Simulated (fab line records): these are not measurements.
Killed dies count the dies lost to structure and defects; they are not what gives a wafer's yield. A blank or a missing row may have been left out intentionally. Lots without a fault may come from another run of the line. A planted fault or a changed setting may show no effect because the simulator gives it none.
Struck lot and sound lot, side by side :: flow n5_finfet :: 25 out of 1938 route steps
Sound: the wafers L287.1, L287.2, L287.6. Struck: wafers L285.2, L285.3, L285.5. Last of all comes the cause.
Each step with rows lists, per side, the tool, then ch with its chambers, then its first start. Under that, the readings that differ: sound wafers :: struck wafers :: difference of the means :: sigmas: that difference in standard deviations of wafers without a fault.
alike: readings whose means differ by less than 2 such deviations, and words and numbers that are the same on both sides. not compared: withheld readings, readings that some wafer has no value for, bounds like >300 that may hide the same value, and numbers for which the record gives no deviation and whose values overlap.
A row with sigmas, a row that says differs or no value, or rows on one side alone: a step with any of these is where the two part. When numbers do not overlap yet have no deviation, they are printed without sigmas and do not part them. A reading that every wafer of one side lacks parts them only if that side has two wafers or more.

first, 9 steps without rows for these wafers: N5_DUMMY_GATE_COAT_28 (time 60 s, resist thk 10 nm); N5_DUMMY_GATE_COAT_09 (resist thk 30 nm); N5_DUMMY_GATE_EBR_11; N5_DUMMY_GATE_SOFTBAKE_10 (time 60 s); N5_DUMMY_GATE_EXPOSE_12 (exposes mask GATE, target cd 25 nm); N5_DUMMY_GATE_PEB_13 (peb time 60 s); N5_DUMMY_GATE_DEVELOP_14 (develop time 30 s); N5_DUMMY_GATE_DESCUM_20 (chemistry O2, time 6.2 s); N5_DUMMY_GATE_ETCH_29 (etches underlayer in N2/H2, target depth 13 nm).
N5_DUMMY_GATE_ETCH_36: etches SiARC in CF4, target depth 13 nm.
  sound on rie_diel-04 ch 0,3, day 6 20:55; struck on rie_diel-04 ch 0,1, day 6 10:47
  no value came back on the struck wafers for any of 7 readings (bias_w (W), cf4_flow_sccm (sccm) and others); on the sound wafers bias_w (W) reads 36.01 35.91 35.91
reading: model.CAR-EUV_of_DUMMY_GATE_COAT_09.thk_nm (nm)
sound: 11 11.2 11
struck: 18.8 19 19
difference: +7.9
sigmas: 
  not compared: rf_hours_counter_h
N5_DUMMY_GATE_ETCH_37: etches SOC in N2/H2, target depth 60 nm, overetch 30 nm.
  sound on rie_diel-04 ch 0,3, day 6 20:57; struck on rie_diel-04 ch 0,1, day 6 10:49
reading: oes_product_au (a.u.)
sound: 0.56 0.62 0.61
struck: 0.29 0.26 0.29
difference: -0.32
sigmas: -5
  alike: bias_w, chamber_pressure_mTorr, drypump_motor_current_A, rf_vpp_V, showerhead_plenum_p_Torr, temp_c, throttle_valve_pct
  not compared: rf_hours_counter_h
then, 4 steps without rows for these wafers: N5_DUMMY_GATE_STRIP_38 (strips in N2/H2); N5_DUMMY_GATE_STRIP_39 (strips in N2/H2); N5_DUMMY_GATE_TRIM_49 (chemistry O2, time 29 s, target cd 14 nm); N5_DUMMY_GATE_STRIP_40 (strips in CF4).
N5_DUMMY_GATE_CD_MEAS_50: the cd target is 14 nm.
  struck on cd_sem-03, day 6 11:14; sound on cd_sem-01, day 6 21:11
reading: cd_nm (nm)
sound: 13.8 14.2 13.7
struck: - - -
difference: no value on the struck wafers
sigmas: 
N5_DUMMY_GATE_ETCH_31: etches SiO2 in C4F6/O2, target depth 82.5 nm, time 27.5 s.
  sound on rie_diel-04 ch 0,1, day 6 21:14; struck on rie_diel-01 ch 0,1,3, day 6 11:28
reading: oes_product_au (a.u.)
sound: 0.78 0.68 0.69
struck: 0.26 0.38 0.30
difference: -0.40
sigmas: -5

reading: throttle_valve_pct (%)
sound: 21.35 21.46 21.49
struck: 21.11 20.40 20.50
difference: -0.76
sigmas: -3
  alike: C4F6_flow_sccm, O2_flow_sccm, drypump_motor_current_A, oes_o_777_au, rf_vpp_V, showerhead_plenum_p_Torr
  not compared: rf_hours_counter_h
then, 1 step without rows for these wafers: N5_DUMMY_GATE_STRIP_41 (strips in O2).
N5_DUMMY_GATE_HM_OPEN_21: chemistry CH3F/O2, target SiNx, target depth 120 nm, time 171.4 s.
  sound on rie_diel-04 ch 0,1, day 6 21:19; struck on rie_diel-01 ch 0,1,3, day 6 11:32
reading: oes_product_au (a.u.)
sound: 0.77 0.67 0.68
struck: 0.26 0.37 0.30
difference: -0.40
sigmas: -5
  alike: drypump_motor_current_A, oes_o_777_au, rf_vpp_V, showerhead_plenum_p_Torr, throttle_valve_pct
  not compared: rf_hours_counter_h
then, 2 steps without rows for these wafers: N5_DUMMY_GATE_ETCH_32 (etches SiO2 in CF4, target depth 3.5 nm, time 3.9 s); N5_DUMMY_GATE_ETCH_23 (etches poly-Si in HBr/Cl2/O2, target depth 41 nm, time 22.3 s).
N5_DUMMY_GATE_ETCH_44: etches poly-Si in HBr/O2, stops on SiO2, target depth 127.5 nm.
  sound on rie_si-02 ch 0,2, day 6 21:34; struck on rie_si-05 ch 0,2,3, day 6 11:48
reading: oes_product_au (a.u.)
sound: 0.730 0.727 0.739
struck: 0.384 0.383 0.380
difference: -0.350
sigmas: -32
  alike: HBr_flow_sccm, O2_flow_sccm, drypump_motor_current_A, throttle_valve_pct
  not compared: rf_hours_counter_h
N5_DUMMY_GATE_CD_MEAS_24: the cd target is 15 nm.
  struck on cd_sem-03, day 6 11:55; sound on cd_sem-02, day 6 21:40
reading: cd_nm (nm)
sound: 14.7 14.8 14.9
struck: - - -
difference: no value on the struck wafers
sigmas: 
N5_BEOL_M4_RC_MEAS_101:
  the record has rows for the sound wafers here (prober-01 ch 0, day 12 05:11) and none for the struck ones
-- record jumps: 9 days separate the struck wafers' starts on either side; left off in module BEOL_M4, taken up again in module PASSIVATION, whose first shown step is the route's number 1936 --
N5_PASSIVATION_PROBE_49:
  rows exist in the record for the struck wafers here (prober-01, day 15 21:32), but not for the sound ones

== WHERE THEY PART ==
First at N5_DUMMY_GATE_ETCH_36; last, within this record, at N5_PASSIVATION_PROBE_49.

WHY: what the simulator had put in
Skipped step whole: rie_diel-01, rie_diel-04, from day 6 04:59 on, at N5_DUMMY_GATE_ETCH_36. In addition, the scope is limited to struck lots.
